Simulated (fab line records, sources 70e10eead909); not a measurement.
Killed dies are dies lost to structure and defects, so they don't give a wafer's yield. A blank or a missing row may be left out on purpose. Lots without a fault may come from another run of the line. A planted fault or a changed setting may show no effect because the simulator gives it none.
fab line records | flow nand_harc
record lots=24 wafers=72 last_day=29
route steps=1159 shown A_STAIRCASE@599
lots that met no fault: from a run of the same line without faults
start_h: hours from the record's first day to the start of the lot's first wafer shown | wait_h: hours since the lot's step before | " the same as in the row above | L1.1+2: a row that stands for several wafers | - no value, or no start given | * or withheld: withheld | < > ~ a bound
route shown NAME@n: a module of which the file shows steps, and the number in the route of the first | usual: mean/standard deviation of fault-free wafers | same: alike in all rows | chamber/n: place in a boat | sites: the reading at each site | _std_site: their standard deviation | _edge_site: outer sites' mean less inner sites' | radius_mm: how far each site lies from the wafer's centre | mask NAME#n: copy n | behind: the tool/chamber that last shaped the wafer | hold: why the lot was held/for how many hours/how that ended | device: the transistor (n, p or np) that didn't switch | end of line: the same wafers' tests at the end of the route | a step without rows: its recipe alone | killed: dies lost to structure and defects at the first sort, not the wafer's yield | map: a wafer's dies, x killed, . not, _ none there
set.NAME: the setting as run; set.NAME@STEP: as run at that earlier step | model.NAME: the simulator's own value behind a step, which no gauge read
steps of the route over a sample of lots; a table a step, a row a wafer
services: from which hour (start_h, from the record's first day; less than 0 if before it) a tool's chamber was out of use, for how many hours, and why
## steps
# step NHARC_A_STAIRCASE_STRIP_205
# recipe power_w=1500 temp_c=250 chemistry=O2
# usual drypump_motor_current_A=5.7/0.31 heater_power_w=320/31 rf_refl_power_W=21/6.5
# columns lot.wafer tool chamber start_h wait_h drypump_motor_current_A heater_power_w rf_hours_counter_h rf_refl_power_W
L078.1 plasma_asher-02 1 306.16 0.1 6.2 317 35 11
L078.3 " 1 " " 6.2 311 - 11
L078.6 " 0 " " 5.8 358 - 23
L077.1 plasma_asher-01 0 306.91 0.1 5.3 327 6 26
L077.4 " 1 " " 5.6 274 - 26
L077.6 " 0 " " 5.3 328 - 27
L074.1 plasma_asher-01 0 309.99 0.4 5.3 322 7 -
L074.5 " 1 " " 5.6 275 - -
L074.6 " 0 " " 5.3 329 - -
L076.1 plasma_asher-01 0 315.05 0.1 5.3 331 10 28
L076.2 " 1 " " 5.6 278 10 26
L076.6 " 1 " " 5.6 277 - 27
L075.1 plasma_asher-01 1 315.65 0.1 5.6 278 10 26
L075.2 " 0 " " 5.3 326 10 27
L075.5 " 1 " " 5.6 280 - 27
L080.4 plasma_asher-02 0 321.32 0.4 5.8 359 - 23
L080.5 " 0 " " 5.8 362 - 23
L080.6 " 1 " " 6.2 307 - 11
L079.4 plasma_asher-01 0 321.44 0.2 5.3 328 - -
L079.5 " 1 " " 5.6 275 - -
L079.6 " 0 " " 5.3 334 - -
L082.2 plasma_asher-01 1 321.99 0.1 5.6 274 14 27
L082.1 " 0 " " 5.3 321 14 27
L082.5 " 0 " " 5.3 325 - 26
L084.2 plasma_asher-01 0 324.76 0.1 5.3 323 16 -
L084.4 " 0 " " 5.3 323 - -
L084.5 " 1 " " 5.6 270 - -
L081.2 plasma_asher-02 1 325.52 0.1 6.1 309 45 -
L081.3 " 1 " " 6.1 309 - -
L081.6 " 1 " " 6.1 308 - -
L083.2 plasma_asher-01 0 326.58 0.1 5.3 323 17 26
L083.3 " 0 " " 5.3 322 - 26
L083.5 " 0 " " 5.3 325 - 26
L087.2 plasma_asher-01 1 331.79 0.1 5.6 285 20 26
L087.1 " 0 " " 5.3 329 20 26
L087.6 " 0 " " 5.3 330 - 27
L085.2 plasma_asher-01 1 332.07 0.3 5.6 281 20 26
L085.1 " 0 " " 5.3 329 20 26
L085.6 " 1 " " 5.6 274 - 26
L089.2 plasma_asher-02 0 338.97 0.1 5.8 356 53 23
L089.4 " 0 " " 5.8 353 - 22
L089.5 " 0 " " 5.8 361 - 22
L086.1 plasma_asher-02 0 339.56 0.1 5.8 355 54 22
L086.3 " 1 " " 6.1 306 - 11
L086.5 " 0 " " 5.8 358 - 23
L088.2 plasma_asher-02 1 339.81 0.1 6.2 310 54 11
L088.1 " 0 " " 5.8 360 54 24
L088.4 " 0 " " 5.8 351 - 24
L090.2 plasma_asher-02 0 349.80 0.1 5.8 360 57 23
L090.1 " 1 " " 6.2 307 57 11
L090.6 " 0 " " 5.8 353 - 23
L091.4 plasma_asher-02 1 350.51 0.2 6.2 303 - 11
L091.5 " 1 " " 6.2 304 - 11
L091.6 " 0 " " 5.8 359 - 23
L092.2 plasma_asher-02 0 350.70 0.2 5.8 347 57 23
L092.1 " 1 " " 6.2 311 57 12
L092.6 " 1 " " 6.1 309 - 11
L093.1 plasma_asher-01 1 356.15 0.2 5.6 278 30 26
L093.2 " 0 " " 5.3 327 30 27
L093.6 " 1 " " 5.6 276 - 26
L095.2 plasma_asher-02 0 356.81 0.1 5.8 356 59 21
L095.4 " 0 " " 5.8 360 - 22
L095.5 " 1 " " 6.2 316 - 11
L094.1 plasma_asher-02 0 357.97 0.1 5.8 352 60 22
L094.3 " 0 " " 5.8 363 - 22
L094.6 " 1 " " 6.2 310 - 11
L096.1 plasma_asher-02 0 378.94 0.1 5.8 382 1 22
L096.4 " 1 " " 6.1 310 - 11
L096.5 " 1 " " 6.1 323 - 10
L097.1 plasma_asher-02 0 382.06 0.1 5.8 377 3 22
L097.2 " 1 " " 6.2 320 3 11
L097.6 " 0 " " 5.8 376 - 23
# step NHARC_A_STAIRCASE_ETCH_236
# recipe target_depth_a=1000 time_s=40.5 ion_energy_ev=400 c4f8_flow_sccm=20 o2_flow_sccm=10 ar_flow_sccm=withheld rf_w=600 bias_w=1000 chemistry=C4F8/O2
# usual oes_product_au=0.940/0.015 rf_vpp_V=897/5.3
# columns lot.wafer tool chamber start_h wait_h oes_product_au rf_hours_counter_h rf_vpp_V
L078.3 rie_diel-04 0 - - 0.947 6 892
L078.1 " 2 " " 0.947 3 897
L078.6 " 1 " " 0.958 - 898
L077.4 rie_diel-04 1 - - 0.953 7 898
L077.1 " 0 " " 0.950 7 892
L077.6 " 1 " " 0.942 - 897
L074.1 rie_diel-05 1 - - 0.942 36 895
L074.6 " 3 " " 0.925 - 892
L074.5 " 0 " " 0.933 - 894
L076.1 rie_diel-11 1 - - 0.938 24 901
L076.2 " 2 " " 0.928 32 887
L076.6 " 1 " " 0.946 - 900
L075.2 rie_diel-05 2 - - 0.936 43 902
L075.1 " 3 " " 0.945 41 890
L075.5 " 2 " " 0.930 - 900
L080.4 rie_diel-11 1 - - 0.942 28 900
L080.5 " 0 " " 0.933 - 904
L080.6 " 1 " " 0.944 - 899
L079.4 rie_diel-11 1 326.62 - 1.000 28 899
L079.5 " 2 " " 0.975 - 889
L079.6 " 3 " " 0.985 - 899
L082.2 rie_diel-04 1 - - 0.944 16 899
L082.1 " 2 " " 0.942 13 898
L082.5 " 0 " " 0.942 - 891
L084.2 rie_diel-11 3 - - 0.931 44 899
L084.4 " 1 " " 0.936 30 899
L084.5 " 3 " " 0.922 - 898
L081.3 rie_diel-11 0 - - 0.946 45 904
L081.2 " 3 " " 0.955 45 899
L081.6 " 0 " " 0.954 - 905
L083.2 rie_diel-04 0 - - 0.932 21 891
L083.3 " 3 " " 0.936 20 906
L083.5 " 0 " " 0.935 - 891
L087.2 rie_diel-05 0 - - 0.935 47 896
L087.1 " 3 " " 0.937 50 890
L087.6 " 0 " " 0.941 - 897
L085.1 rie_diel-11 3 - - 0.922 48 896
L085.2 " 0 " " 0.928 49 905
L085.6 " 1 " " 0.929 - 900
L088.4 rie_diel-04 2 - - 0.944 28 896
L088.2 " 3 " " 0.933 32 905
L088.1 " 0 " " 0.947 33 892
L089.4 rie_diel-11 1 - - 0.931 46 900
L089.2 " 3 " " 0.925 57 898
L089.5 " 1 " " 0.943 - 899
L086.1 rie_diel-11 0 - - 0.928 59 905
L086.3 " 1 " " 0.927 46 899
L086.5 " 3 " " 0.922 - 899
L090.2 rie_diel-05 0 - - 0.919 2 896
L090.1 " 1 " " 0.934 2 894
L090.6 " 0 " " 0.930 - 896
L091.4 rie_diel-05 3 - - 0.944 2 890
L091.6 " 1 " " 0.936 - 893
L091.5 " 2 " " 0.936 - 902
L092.2 rie_diel-11 2 - - 0.932 56 888
L092.1 " 0 " " 0.949 62 906
L092.6 " 2 " " 0.936 - 888
L093.2 rie_diel-11 2 - - 0.925 58 889
L093.1 " 0 " " 0.946 64 904
L093.6 " 2 " " 0.924 - 888
L095.2 rie_diel-05 0 - - 0.940 4 897
L095.4 " 2 " " 0.950 3 900
L095.5 " 1 " " 0.938 - 892
L094.1 rie_diel-04 1 - - 0.944 38 897
L094.3 " 2 " " 0.948 33 895
L094.6 " 2 " " 0.956 - 899
L096.1 rie_diel-04 1 - - 0.945 47 898
L096.4 " 0 " " 0.951 51 891
L096.5 " 1 " " 0.947 - 898
L097.2 rie_diel-11 3 - - 0.930 3 898
L097.1 " 1 " " 0.924 2 900
L097.6 " 2 " " 0.927 - 887
# step NHARC_A_STAIRCASE_HM_OPEN_460
# recipe o2_flow_sccm=400 cos_flow_sccm=20 ar_flow_sccm=0 rf_w=500 bias_w=300 chemistry=O2/COS
# usual drypump_motor_current_A=5.8/0.5 mfc_ar_sccm=0.005/0.0092 oes_product_au=1.000/0.0093 rf_vpp_V=467.6/2.8 showerhead_plenum_p_Torr=3.14/0.13 throttle_valve_pct=28.330/0.01
# columns lot.wafer tool chamber start_h wait_h drypump_motor_current_A mfc_ar_sccm oes_product_au rf_hours_counter_h rf_vpp_V showerhead_plenum_p_Torr throttle_valve_pct
L078.3 rie_diel-05 3 - - 5.5 0.017 1.002 38 464.8 3.00 28.331
L078.1 " 2 " " 6.5 0 0.996 39 468.9 3.25 28.336
L078.6 " 0 " " 5.2 0 1.000 - 467.7 3.14 28.315
L077.1 rie_diel-04 1 - - 5.4 0 1.018 10 468.1 3.18 28.330
L077.4 " 0 " " 6.4 0 1.005 10 465.4 3.01 28.330
L077.6 " 1 " " 5.4 0 1.003 - 468.1 3.18 28.330
L074.1 rie_diel-04 2 - - 6.4 0 1.013 9 468.9 3.17 28.330
L074.6 " 2 " " 6.4 0 1.008 - 467.5 3.17 28.322
L074.5 " 3 " " 5.1 0.010 0.988 - 471.8 3.34 28.325
L076.2 rie_diel-04 0 - - 6.5 0 1.001 15 464.8 3.01 28.339
L076.1 " 1 " " 5.4 0 1.006 15 469.5 3.17 28.313
L076.6 " 3 " " 5.1 0.010 0.997 - 471.9 3.34 28.346
L075.2 rie_diel-11 1 - - 5.8 0 1.009 28 468.2 3.22 28.332
L075.1 " 3 " " 5.3 0.040 1.004 42 469.9 3.18 28.333
L075.5 " 0 " " 6.0 0.007 1.001 - 472.4 3.35 28.323
L080.4 rie_diel-11 0 - - 6.1 0.007 1.006 46 472.3 3.35 28.334
L080.5 " 1 " " 5.8 0 0.999 - 469.5 3.22 28.336
L080.6 " 2 " " 5.9 0 0.974 - 464.9 2.93 28.332
L079.4 rie_diel-04 1 - - 5.4 0 0.996 21 468.2 3.17 28.327
L079.5 " 1 " " 5.4 0 0.998 - 468.5 3.17 28.342
L079.6 " 2 " " 6.4 0 0.997 - 466.4 3.16 28.336
L082.1 rie_diel-05 0 - - 5.2 0 0.998 47 468.5 3.13 28.312
L082.2 " 2 " " 6.5 0 0.994 51 468.5 3.24 28.344
L082.5 " 0 " " 5.3 0 0.996 - 469.4 3.13 28.329
L084.4 rie_diel-11 1 - - 5.8 0 1.005 36 468.5 3.22 28.320
L084.2 " 2 " " 5.9 0 0.977 44 463.0 2.93 28.340
L084.5 " 1 " " 5.8 0 1.005 - 467.5 3.22 28.333
L081.3 rie_diel-05 3 - - 5.5 0.017 1.009 51 464.7 3.00 28.333
L081.2 " 1 " " 6.1 0 1.016 48 466.3 3.06 28.328
L081.6 " 3 " " 5.5 0.017 1.013 - 464.1 3.00 28.340
L083.3 rie_diel-04 0 - - 6.4 0 1.007 25 464.9 3.00 28.334
L083.2 " 1 " " 5.4 0 0.990 24 469.7 3.17 28.335
L083.5 " 0 " " 6.4 0 1.008 - 464.3 3.00 28.333
L087.1 rie_diel-04 3 - - 5.1 0.010 0.985 27 471.0 3.34 28.307
L087.2 " 0 " " 6.4 0 0.983 28 465.6 3.00 28.319
L087.6 " 0 " " 6.4 0 1.005 - 462.9 3.00 28.346
L085.1 rie_diel-04 2 - - 6.5 0 1.006 23 468.4 3.16 28.344
L085.2 " 3 " " 5.1 0.010 0.986 27 471.4 3.34 28.340
L085.6 " 1 " " 5.4 0 1.000 - 469.1 3.17 28.319
L088.1 rie_diel-05 0 - - 5.3 0 1.002 3 467.7 3.13 28.344
L088.2 " 1 " " 6.1 0 1.000 3 465.8 3.06 28.339
L088.4 " 2 " " 6.4 0 1.005 3 469.7 3.24 28.339
L089.2 rie_diel-11 3 - - 5.3 0.040 0.989 61 468.6 3.17 28.337
L089.4 " 0 " " 6.1 0.007 1.010 62 472.2 3.34 28.326
L089.5 " 1 " " 5.8 0 1.003 - 468.6 3.21 28.327
L086.3 rie_diel-04 1 - - 5.4 0 1.001 36 468.8 3.16 28.323
L086.1 " 2 " " 6.5 0 1.006 32 469.3 3.15 28.335
L086.5 " 0 " " 6.4 0 1.017 - 465.0 3.00 28.345
L090.2 rie_diel-11 1 - - 5.8 0 1.019 51 467.5 3.21 28.317
L090.1 " 0 " " 6.1 0.007 1.004 64 473.4 3.34 28.334
L090.6 " 1 " " 5.8 0 1.015 - 470.0 3.21 28.326
L092.2 rie_diel-04 3 - - 5.1 0.010 1.011 40 469.6 3.33 28.328
L092.1 " 0 " " 6.4 0 1.004 42 463.8 3.00 28.333
L092.6 " 3 " " 5.1 0.010 1.013 - 470.4 3.33 28.324
L091.4 rie_diel-04 3 367.64 - 5.1 0.010 1.000 41 470.7 3.33 28.316
L091.5 " 3 " " 5.1 0.010 0.992 - 471.1 3.33 28.324
L091.6 " 0 " " 6.5 0 1.001 - 464.3 3.00 28.307
L093.2 rie_diel-05 0 - - 5.3 0 0.996 11 466.9 3.13 28.318
L093.1 " 1 " " 6.1 0 1.003 9 467.0 3.06 28.325
L093.6 " 0 " " 5.2 0 0.996 - 467.2 3.13 28.327
L095.2 rie_diel-04 3 - - 5.1 0.010 1.001 43 470.8 3.33 28.337
L095.4 " 0 " " 6.4 0 1.018 44 463.7 3.00 28.329
L095.5 " 2 " " 6.5 0 1.006 - 466.5 3.15 28.334
L094.1 rie_diel-05 2 - - 6.5 0 0.998 7 470.3 3.23 28.345
L094.3 " 3 " " 5.5 0.017 1.009 10 464.7 2.99 28.340
L094.6 " 2 " " 6.5 0 1.000 - 469.6 3.23 28.339
L096.4 rie_diel-05 2 - - 6.5 0 1.006 15 468.9 3.23 28.327
L096.1 " 3 " " 5.5 0.017 0.993 17 463.6 2.99 28.341
L096.5 " 3 " " 5.5 0.017 0.993 - 463.8 2.99 28.331
L097.1 rie_diel-11 2 - - 5.9 0 0.990 4 461.6 2.92 28.322
L097.2 " 0 " " 6.1 0.007 0.986 5 471.8 3.33 28.331
L097.6 " 3 " " 5.3 0.040 0.992 - 467.2 3.17 28.327
# step NHARC_A_STAIRCASE_ETCH_294
# recipe target_depth_a=49920 time_s=1212.4 ion_energy_ev=800 c4f8_flow_sccm=80 o2_flow_sccm=60 ar_flow_sccm=withheld rf_w=600 bias_w=3000 chemistry=C4F8/O2/Ar
# usual oes_product_au=0.931/0.0089 rf_vpp_V=1829/10
# columns lot.wafer tool chamber start_h wait_h oes_product_au rf_hours_counter_h rf_vpp_V
L078.3 rie_diel-05 2 - - 0.923 40 1837
L078.1 " 3 " " 0.929 39 1816
L078.6 " 2 " " 0.922 - 1839
L077.1 rie_diel-04 1 - - 0.932 10 1831
L077.4 " 3 " " 0.918 11 1844
L077.6 " 1 " " 0.934 - 1832
L074.1 rie_diel-04 2 - - 0.938 10 1830
L074.5 " 2 " " 0.933 - 1830
L074.6 " 3 " " 0.925 - 1844
L076.1 rie_diel-04 2 - - 0.936 12 1830
L076.2 " 3 " " 0.917 15 1846
L076.6 " 0 " " 0.923 - 1818
L075.2 rie_diel-11 0 - - 0.920 42 1845
L075.1 " 1 " " 0.937 29 1835
L075.5 " 0 " " 0.930 - 1845
L080.4 rie_diel-11 1 - - 0.946 33 1833
L080.6 " 0 " " 0.934 - 1845
L080.5 " 1 " " 0.926 - 1837
L079.4 rie_diel-04 1 - - 0.929 21 1831
L079.6 " 0 " " 0.931 - 1816
L079.5 " 1 " " 0.940 - 1832
L082.2 rie_diel-05 1 - - 0.935 48 1821
L082.1 " 2 " " 0.929 52 1836
L082.5 " 0 " " 0.935 - 1827
L084.2 rie_diel-11 2 - - 0.919 44 1809
L084.4 " 3 " " 0.921 49 1834
L084.5 " 2 " " 0.902 - 1811
L081.3 rie_diel-05 0 - - 0.926 49 1827
L081.2 " 3 " " 0.933 51 1818
L081.6 " 0 " " 0.932 - 1829
L083.3 rie_diel-04 1 - - 0.940 24 1831
L083.2 " 3 " " 0.938 25 1846
L083.5 " 2 " " 0.957 - 1829
L087.1 rie_diel-04 1 - - 0.939 27 1829
L087.2 " 2 " " 0.934 23 1830
L087.6 " 1 " " 0.934 - 1830
L085.2 rie_diel-04 0 - - 0.938 29 1818
L085.1 " 1 " " 0.930 28 1830
L085.6 " 3 " " 0.930 - 1844
L088.2 rie_diel-05 1 - - 0.931 3 1819
L088.4 " 2 " " 0.932 3 1835
L088.1 " 3 " " 0.940 3 1816
L089.2 rie_diel-11 3 - - 0.937 62 1831
L089.4 " 0 " " 0.935 63 1847
L089.5 " 2 " " 0.906 - 1810
L086.3 rie_diel-04 0 - - 0.937 37 1817
L086.1 " 1 " " 0.929 36 1831
L086.5 " 0 " " 0.937 - 1817
L090.1 rie_diel-11 1 - - 0.942 51 1833
L090.2 " 0 " " 0.941 64 1844
L090.6 " 1 " " 0.940 - 1835
L092.2 rie_diel-04 1 - - 0.936 39 1830
L092.1 " 2 " " 0.932 35 1829
L092.6 " 3 " " 0.924 - 1845
L091.4 rie_diel-04 1 - - 0.928 40 1831
L091.5 " 2 " " 0.935 - 1829
L091.6 " 3 " " 0.926 - 1845
L093.1 rie_diel-05 0 - - 0.921 11 1825
L093.2 " 2 " " 0.929 7 1835
L093.6 " 1 " " 0.933 - 1821
L094.1 rie_diel-05 0 - - 0.932 12 1828
L094.3 " 2 " " 0.940 8 1837
L094.6 " 1 " " 0.934 - 1821
L095.2 rie_diel-04 0 - - 0.926 46 1816
L095.4 " 1 " " 0.923 43 1831
L095.5 " 0 " " 0.935 - 1816
L096.4 rie_diel-05 0 - - 0.933 22 1826
L096.1 " 2 " " 0.919 18 1836
L096.5 " 1 " " 0.919 - 1821
L097.1 rie_diel-11 0 - - 0.941 6 1846
L097.2 " 1 " " 0.939 5 1835
L097.6 " 0 " " 0.947 - 1844
# step NHARC_A_STAIRCASE_ETCHBACK_416
# recipe target_depth_a=360 time_s=7.2 c4f8_flow_sccm=withheld o2_flow_sccm=8 ar_flow_sccm=withheld rf_w=600 bias_w=800 chemistry=C4F8/O2/Ar
# usual oes_product_au=0.937/0.03 rf_vpp_V=724/4.2
# columns lot.wafer tool chamber start_h wait_h oes_product_au rf_hours_counter_h rf_vpp_V
L077.1 rie_diel-11 1 - - 0.930 28 725
L077.4 " 3 " " 0.924 41 725
L077.6 " 1 " " 0.936 - 728
L078.3 rie_diel-04 0 - - 0.929 17 721
L078.1 " 1 " " 0.936 16 726
L078.6 " 0 " " 0.932 - 719
L074.1 rie_diel-11 1 - - 0.928 32 727
L074.6 " 1 " " 0.931 - 725
L074.5 " 2 " " 0.908 - 716
L076.1 rie_diel-04 3 - - 0.911 22 730
L076.2 " 0 " " 0.924 23 719
L076.6 " 2 " " 0.934 - 724
L075.1 rie_diel-04 0 - - 0.937 25 720
L075.2 " 1 " " 0.931 24 723
L075.5 " 0 " " 0.925 - 720
L080.4 rie_diel-04 3 - - 0.993 26 730
L080.5 " 1 " " 1.008 - 725
L080.6 " 2 " " 1.011 - 723
L079.4 rie_diel-04 2 - - 0.937 25 725
L079.5 " 1 " " 0.922 - 723
L079.6 " 2 " " 0.940 - 724
L082.1 rie_diel-11 3 - - 0.910 55 724
L082.2 " 1 " " 0.921 44 726
L082.5 " 2 " " 0.896 - 716
L084.2 rie_diel-11 0 - - 0.927 59 731
L084.4 " 1 " " 0.927 46 726
L084.5 " 1 " " 0.916 - 727
L081.3 rie_diel-11 0 - - 0.926 59 731
L081.2 " 2 " " 0.916 53 715
L081.6 " 1 " " 0.925 - 726
L083.2 rie_diel-11 3 - - 0.920 59 725
L083.3 " 0 " " 0.924 60 730
L083.5 " 2 " " 0.910 - 716
L085.1 rie_diel-04 1 - - 0.934 35 724
L085.2 " 3 " " 0.927 34 729
L085.6 " 1 " " 0.921 - 724
L087.2 rie_diel-05 0 355.26 3.0 1.006 2 723
L087.1 " 1 " " 0.997 2 721
L087.6 " 3 " " 1.000 - 720
L088.4 rie_diel-04 3 - - 0.920 42 729
L088.1 " 0 " " 0.925 43 719
L088.2 " 1 " " 0.928 40 726
L089.2 rie_diel-05 3 - - 0.926 10 719
L089.4 " 0 " " 0.910 12 723
L089.5 " 3 " " 0.925 - 719
L086.1 rie_diel-05 1 - - 1.021 11 723
L086.3 " 2 " " 1.011 9 727
L086.5 " 0 " " 1.012 - 723
L090.2 rie_diel-05 2 - - 0.923 9 727
L090.1 " 3 " " 0.928 11 718
L090.6 " 1 " " 0.926 - 719
L092.2 rie_diel-04 0 - - 0.934 48 720
L092.1 " 1 " " 0.937 44 724
L092.6 " 0 " " 0.937 - 719
L091.4 rie_diel-04 2 - - 0.921 41 725
L091.6 " 1 " " 0.937 - 725
L091.5 " 2 " " 0.927 - 724
L093.1 rie_diel-11 0 - - 0.995 1 729
L093.2 " 1 " " 0.981 1 725
L093.6 " 0 " " 0.987 - 730
L094.1 rie_diel-11 0 - - 0.914 1 730
L094.3 " 1 " " 0.923 1 725
L094.6 " 3 " " 0.904 - 724
L095.2 rie_diel-05 3 - - 0.922 16 718
L095.4 " 1 " " 0.939 16 721
L095.5 " 3 " " 0.937 - 719
L096.4 rie_diel-05 3 - - 0.916 25 718
L096.1 " 0 " " 0.913 28 724
L096.5 " 2 " " 0.924 - 727
L097.2 rie_diel-05 1 - - 0.937 25 719
L097.1 " 3 " " 0.929 25 718
L097.6 " 1 " " 0.921 - 721
# step NHARC_A_STAIRCASE_DEP_325
# recipe target_thk_a=38000 temp_c=400 target_thk_nm=3800 teos_flow_sccm=200 rf_w=500 material=SiO2
# usual heater_power_w=671/88
# columns lot.wafer tool chamber start_h wait_h heater_power_w since_wet_clean_h
L078.3 pecvd-01 0 354.82 0.1 735 105
L078.1 " 2 " " 768 105
L078.6 " 0 " " 597 -
L077.1 pecvd-01 0 355.59 0.9 685 106
L077.4 " 1 " " 560 -
L077.6 " 2 " " 712 -
L074.1 pecvd-01 0 357.72 0.1 652 108
L074.5 " 0 " " 593 -
L074.6 " 2 " " 705 -
L075.2 pecvd-03 2 364.22 0.1 660 59
L075.1 " 1 " " 739 59
L075.5 " 0 " " 719 -
L076.1 pecvd-02 2 364.22 0.1 820 17
L076.2 " 0 " " 733 17
L076.6 " 2 " " 671 -
L080.6 pecvd-02 1 370.45 0.4 543 -
L080.4 " 2 " " 672 -
L080.5 " 0 " " 614 -
L084.2 pecvd-03 2 377.51 0.2 683 72
L084.5 " 2 " " 568 -
L084.4 " 0 " " 719 -
L079.5 pecvd-01 1 377.70 0.3 534 -
L079.6 " 2 " " 684 -
L079.4 " 0 " " 603 -
L083.2 pecvd-02 2 377.70 0.3 786 31
L083.3 " 1 " " 568 31
L083.5 " 2 " " 665 -
L082.2 pecvd-01 2 377.99 0.6 851 128
L082.1 " 1 " " 633 128
L082.5 " 1 " " 550 -
L081.2 pecvd-03 1 378.09 0.7 627 73
L081.3 " 2 " " 673 73
L081.6 " 2 " " 589 -
L087.2 pecvd-03 2 384.45 0.2 630 79
L087.1 " 1 " " 740 80
L087.6 " 1 " " 650 -
L085.1 pecvd-01 0 384.54 0.3 646 134
L085.2 " 2 " " 855 135
L085.6 " 2 " " 722 -
L088.1 pecvd-03 2 397.68 0.1 686 93
L088.2 " 1 " " 721 93
L088.4 " 2 " " 588 -
L089.2 pecvd-01 2 397.78 0.2 872 148
L089.5 " 1 " " 551 -
L089.4 " 0 " " 611 -
L093.1 pecvd-01 2 405.22 0.1 837 155
L093.2 " 1 " " 653 155
L093.6 " 1 " " 551 -
L090.1 pecvd-02 1 405.30 0.2 547 58
L090.2 " 2 " " 749 58
L090.6 " 2 " " 648 -
L095.2 pecvd-03 2 405.41 0.3 733 100
L095.5 " 0 " " 719 -
L095.4 " 1 " " 644 -
L086.3 pecvd-02 2 405.78 0.6 694 59
L086.1 " 0 " " 677 59
L086.5 " 1 " " 540 -
L092.1 pecvd-03 0 405.79 0.6 850 101
L092.2 " 2 " " 721 101
L092.6 " 1 " " 638 -
L094.1 pecvd-01 0 405.81 0.6 734 156
L094.3 " 2 " " 832 156
L094.6 " 2 " " 692 -
L091.4 pecvd-02 0 406.64 1.5 598 -
L091.6 " 1 " " 550 -
L091.5 " 2 " " 662 -
L096.1 pecvd-02 2 430.43 0.1 762 83
L096.4 " 2 " " 669 -
L096.5 " 0 " " 623 -
L097.2 pecvd-03 2 430.43 0.1 645 125
L097.1 " 0 " " 845 125
L097.6 " 2 " " 555 -
## services
# columns tool chamber start_h hours kind
rie_diel-04 - 289.00 9.0 pm
rie_diel-04 0 289.00 9.0 vent_cycle
rie_diel-04 1 289.00 9.0 vent_cycle
rie_diel-04 2 289.00 14.0 vent_cycle
rie_diel-04 3 289.00 9.0 vent_cycle
pecvd-03 - 292.16 13.0 pm
pecvd-01 1 295.58 3.6 repair
rie_diel-04 0 298.00 - clean
rie_diel-04 1 298.00 - clean
rie_diel-04 3 298.00 - clean
rie_diel-05 1 303.01 3.9 repair
rie_diel-11 1 307.64 8.5 repair
pecvd-03 1 332.93 3.5 repair
pecvd-02 - 334.14 13.0 pm
rie_diel-05 - 341.18 9.0 pm
pecvd-03 - 358.21 0.9 repair
plasma_asher-02 - 360.42 9.0 pm
pecvd-03 - 360.50 2.8 repair
rie_diel-11 - 367.63 9.0 pm
rie_diel-04 3 408.30 13.9 repair
rie_diel-11 0 409.28 3.9 repair
plasma_asher-02 - 411.47 20.1 repair
rie_diel-05 1 417.88 5.9 repair
pecvd-01 - 418.16 13.0 pm
## key
fault none
